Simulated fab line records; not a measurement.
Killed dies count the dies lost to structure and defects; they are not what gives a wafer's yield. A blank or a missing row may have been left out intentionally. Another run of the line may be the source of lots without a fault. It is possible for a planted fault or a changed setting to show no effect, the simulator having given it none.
Struck lot and sound lot, side by side    flow n5-finfet    37 steps out of a route of 1938
Sound: the wafers L250.2, L250.3, L250.4. Wafers struck: L252.1, L252.6. Last of all comes the cause.
Order at every step that has rows: each side's tool, ch and its chambers, its first start. Under that, the readings that differ: sound wafers    struck wafers    difference of the means    sigmas: that difference in standard deviations of wafers without a fault.
alike: words and numbers the same on both sides, and readings whose means are apart by under 2 such deviations; not compared: readings that were withheld, readings missing a value for some wafer, numbers with overlapping values and no deviation given by the record, and bounds like >300 which may hide the same value.
The two part at a step that has a row with sigmas, a row that says differs or no value, or rows on one side only. Non-overlapping numbers with no deviation appear without sigmas and do not part them. A reading missing from all wafers of one side parts the sides only when that side holds two or more wafers.

first, 11 steps without rows for these wafers: N5_MOL_CONTACT_COAG_VIA_ETCH_117 (etches SiO2 in C4F6/O2, target depth 40 nm, overetch 8 nm, time 26 s); N5_MOL_CONTACT_COAG_ETCH_124 (etches SiNx in CH3F/O2, stops on SiOC, target depth 6.5 nm); N5_MOL_CONTACT_COAG_ETCH_48 (etches SiOC in C4F6/O2, target depth 15 nm, overetch 4.5 nm, time 17 s); N5_MOL_CONTACT_COAG_STRIP_72 (strips in N2/H2); N5_MOL_CONTACT_COAG_STRIP_49 (strips in N2/H2, time 30 s); N5_MOL_CONTACT_COAG_PRECLEAN_138 (cleans in alkaline clean, time 60 s); N5_MOL_CONTACT_COAG_SRD_139 (time 30 s); N5_MOL_CONTACT_COAG_PRE_CLEAN_121; N5_MOL_CONTACT_COAG_CVD_140 (deposits W, target thk 66.5 nm, time 215 s); N5_MOL_CONTACT_COAG_PRECLEAN_127 (cleans in DIW, time 57.5 s); N5_MOL_CONTACT_COAG_SRD_128 (dry time 32 s).
N5_MOL_CONTACT_COAG_CMP_52: polishes, stops on SiO2, t overpolish 1.5 s, target thk 66.5 nm.
  sound on cmp-03 ch 1,2,3, day 9 05:36; struck on cmp-01 ch 0,2, day 9 11:13
reading                 sound              struck       difference  sigmas
overpolish-run-s (s)    1.492 1.499 1.496  0.033 0.040  -1.459      -99 or more
time-to-endpoint-s (s)  12.2 13.1 7.3      26.0 26.0    +15.1       +6
  alike: head-pressure-psi, motor-current-A, retaining-ring-pressure-frac, slurry-filter-dp-kPa
  not compared: pad-life-wafers
then, 1 step without rows for these wafers: N5_MOL_CONTACT_COAG_ANNEAL_112 (time 1800 s).
N5_MOL_CONTACT_COAG_INSPECT_97: inspects for defects (darkfield).
  sound: defect-inspect-01 at day 9 08:58; struck: defect-inspect-02 at day 9 14:57
reading           sound     struck    difference  sigmas
raw-defect-count  30 54 36  886 1212  +1009       +63
then, 21 steps without rows for these wafers: N5_BEOL_M0_SAQP_PECVD_00 (deposits SiCN from 3MS/NH3, target thk 8 nm, time 14 s); N5_BEOL_M0_SAQP_ILD_DEP_01 (deposits SiOC from DEMS/O2, target thk 45.419 nm, time 8.7 s); N5_BEOL_M0_SAQP_HM_DEP_02 (deposits TiN, target thk 12 nm); N5_BEOL_M0_SAQP_PECVD_03 (deposits SiCN from 3MS/NH3, target thk 12 nm, time 21.1 s); N5_BEOL_M0_SAQP_PECVD_96 (deposits a-Si from SiH4/He, target thk 45 nm, time 45.2 s); N5_BEOL_M0_SAQP_PECVD_97 (deposits SiNx from SiH4/NH3/N2, target thk 23 nm, time 19.9 s); N5_BEOL_M0_SAQP_PECVD_04 (deposits a-Si from SiH4/He, target thk 60 nm, time 60.2 s); N5_BEOL_M0_SAQP_HM_DEP_111 (deposits SiO2 from SiH4/N2O, target thk 12 nm, time 7.2 s); N5_BEOL_M0_SAQP_COAT_81 (time 60 s, resist thk 100 nm); N5_BEOL_M0_SAQP_COAT_82 (time 60 s, resist thk 30 nm); N5_BEOL_M0_SAQP_COAT_08 (resist thk 90 nm); N5_BEOL_M0_SAQP_EBR_10; N5_BEOL_M0_SAQP_SOFTBAKE_09 (time 60 s); N5_BEOL_M0_SAQP_EXPOSE_11 (exposes mask M0 CORE, target cd 42 nm); N5_BEOL_M0_SAQP_PEB_12 (peb time 60 s); N5_BEOL_M0_SAQP_DEVELOP_13 (develop time 30 s); N5_BEOL_M0_SAQP_DESCUM_19 (chemistry O2, time 7.9 s); N5_BEOL_M0_SAQP_ETCH_83 (etches SiARC in CF4, target depth 39 nm, time 65 s); N5_BEOL_M0_SAQP_ETCH_84 (etches SOC in N2/H2, target depth 100 nm, overetch 20 nm, time 150 s); N5_BEOL_M0_SAQP_STRIP_80 (strips in N2/H2); N5_BEOL_M0_SAQP_HM_OPEN_112 (chemistry CHF3/O2, target SiO2, stops on a-Si, target depth 12 nm, time 13.5 s).
N5_BEOL_M4_RC_MEAS_101:
  the record has rows for the sound wafers here (prober-02 ch 0, day 11 11:04) and none for the struck ones
-- the record jumps here: 8 days lie between the struck wafers' starts before and after (it left off in module BEOL_M4 and takes up again in module PASSIVATION, whose first step shown is number 1936 of the route) --
N5_PASSIVATION_PROBE_49:
  only the struck wafers here have rows in the record (prober-02, day 17 04:01); the sound ones have none

WHERE THEY PART
At N5_MOL_CONTACT_COAG_CMP_52 first; at N5_PASSIVATION_PROBE_49 last (within this record only).

WHY: the cause the simulator had injected
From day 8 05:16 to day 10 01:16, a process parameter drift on cmp-01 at N5_MOL_CONTACT_COAG_CMP_52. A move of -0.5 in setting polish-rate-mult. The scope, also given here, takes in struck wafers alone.
